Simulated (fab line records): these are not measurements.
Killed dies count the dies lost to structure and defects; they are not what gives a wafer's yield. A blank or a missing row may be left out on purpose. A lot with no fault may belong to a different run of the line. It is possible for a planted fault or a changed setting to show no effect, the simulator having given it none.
Split-lot trial + flow n5Finfet + 39 wafers read from 7 lots, route of 1938 steps

ABOUT THE SPLIT
At N5_WELL_APT_EXPOSE_22 (exposes mask PWELL, defocus 0 nm, target cd 200 nm), the setting doseMj was moved away from the recipe's 23.2 on 15 of the 39 wafers read, by -8.0% to +6.9%. This setting was run at the recipe's value on the other wafers.

FROM THE SPLIT TO THE READING: what the file shows between them, 3 steps
- N5_WELL_APT_PEB_23: peb time 90 s
- N5_WELL_APT_DEVELOP_24: develop time 45 s
- N5_WELL_APT_HARDBAKE_29: time 120 s

THE READING
Shown in nm: cdNm at N5_WELL_APT_CD_MEAS_25, with target cd 200 nm. On this fab line, fault-free wafers typically give 199.8 nm with a standard deviation of 1.5 nm.

| wafer  | tool, chamber at the split | doseMj as run | against the recipe | cdNm, nm | against lot-mates on the recipe |
|--------|----------------------------|---------------|--------------------|----------|---------------------------------|
| L078.1 | krfScanner-01, 0           | 21.52         | -7.2%              | 185.2    | -13.9                           |
| L078.2 | krfScanner-01, 0           | 23.2          | recipe             | 198.2    | -                               |
| L078.3 | krfScanner-01, 0           | 21.52         | -7.2%              | 185.1    | -14.0                           |
| L078.4 | krfScanner-01, 0           | 21.52         | -7.2%              | 185.7    | -13.4                           |
| L078.5 | krfScanner-01, 0           | 23.2          | recipe             | 200.5    | -                               |
| L078.6 | krfScanner-01, 0           | 23.2          | recipe             | 198.5    | -                               |
| L079.1 | krfScanner-02, 0           | 23.2          | recipe             | 202.6    | -                               |
| L079.2 | krfScanner-02, 0           | 23.2          | recipe             | 201.8    | -                               |
| L079.3 | krfScanner-02, 0           | 23.2          | recipe             | 200.5    | -                               |
| L079.4 | krfScanner-02, 0           | 23.2          | recipe             | 203.5    | -                               |
| L079.5 | krfScanner-02, 0           | 23.2          | recipe             | 199.8    | -                               |
| L079.6 | krfScanner-02, 0           | 23.2          | recipe             | 202.3    | -                               |
| L082.1 | krfScanner-01, 0           | 23.2          | recipe             | 201.0    | -                               |
| L082.2 | krfScanner-01, 0           | 21.77         | -6.2%              | 189.7    | -12.0                           |
| L082.3 | krfScanner-01, 0           | 21.77         | -6.2%              | 189.7    | -12.0                           |
| L082.4 | krfScanner-01, 0           | 21.77         | -6.2%              | 188.3    | -13.4                           |
| L082.5 | krfScanner-01, 0           | 23.2          | recipe             | 201.7    | -                               |
| L082.6 | krfScanner-01, 0           | 23.2          | recipe             | 202.5    | -                               |
| L087.3 | krfScanner-01, 0           | 23.2          | recipe             | 201.4    | -                               |
| L087.4 | krfScanner-01, 0           | 23.2          | recipe             | 201.5    | -                               |
| L087.5 | krfScanner-01, 0           | 23.2          | recipe             | 199.6    | -                               |
| L088.1 | krfScanner-02, 0           | 23.2          | recipe             | 200.0    | -                               |
| L088.2 | krfScanner-02, 0           | 24.26         | +4.6%              | 209.2    | +9.7                            |
| L088.3 | krfScanner-02, 0           | 23.2          | recipe             | 198.6    | -                               |
| L088.4 | krfScanner-02, 0           | 24.26         | +4.6%              | 209.2    | +9.7                            |
| L088.5 | krfScanner-02, 0           | 24.26         | +4.6%              | 207.5    | +8.0                            |
| L088.6 | krfScanner-02, 0           | 23.2          | recipe             | 200.0    | -                               |
| L090.1 | krfScanner-02, 0           | 24.8          | +6.9%              | 212.4    | +13.4                           |
| L090.2 | krfScanner-02, 0           | 24.8          | +6.9%              | 212.1    | +13.1                           |
| L090.3 | krfScanner-02, 0           | 24.8          | +6.9%              | 213.0    | +14.0                           |
| L090.4 | krfScanner-02, 0           | 23.2          | recipe             | 198.7    | -                               |
| L090.5 | krfScanner-02, 0           | 23.2          | recipe             | 199.6    | -                               |
| L090.6 | krfScanner-02, 0           | 23.2          | recipe             | 198.8    | -                               |
| L092.1 | krfScanner-02, 0           | 21.35         | -8.0%              | 183.7    | -15.7                           |
| L092.2 | krfScanner-02, 0           | 23.2          | recipe             | 199.5    | -                               |
| L092.3 | krfScanner-02, 0           | 23.2          | recipe             | 200.0    | -                               |
| L092.4 | krfScanner-02, 0           | 23.2          | recipe             | 198.6    | -                               |
| L092.5 | krfScanner-02, 0           | 21.35         | -8.0%              | 182.7    | -16.7                           |
| L092.6 | krfScanner-02, 0           | 21.35         | -8.0%              | 183.8    | -15.6                           |

FIT RESULTS
A straight line over all 39 wafers: cdNm changes by +1.94 nm for each +1% of doseMj; r = +0.99; the points scatter about the line by 1.4 nm.
The same after taking each lot's own level away (the mean of its wafers on the recipe; 39 wafers): +1.97 nm for each +1%; r = +1.00; scatter 0.82 nm.
On that fit, the largest move of doseMj shifts the reading by 16 nm.
The span of the lots' own levels, 199.03 to 201.75 nm, comes to 1.8 times the standard deviation stated above.
The two slopes are in agreement: the lot-to-lot level therefore moves the slope only a little.
Check: -15.7 nm against its lot-mates is what the line predicts for one of the wafers moved furthest among these (-8.0%) when that wafer is left out of the fit. It came out at -15.7 nm against them.

THE WHOLE CHAIN: every reading that the file lists as answering this split, in the file's order
| step                   | what it does             | reading                                                        | change (the file's fit)              | r (the file's) |
|------------------------|--------------------------|----------------------------------------------------------------|--------------------------------------|----------------|
| N5_WELL_APT_CD_MEAS_25 | target cd 200 nm         | cdNm                                                           | +1.97 nm for each +1% of the setting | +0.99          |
| N5_WELL_APT_DESCUM_30  | chemistry O2, time 7.9 s | WELL_APT.cdNm (the simulator's own value, which no gauge read) | +1.98 nm for each +1% of the setting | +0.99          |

FILE'S OWN FIT
cdNm changes by +1.97 nm for each +1% of doseMj, r = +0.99.
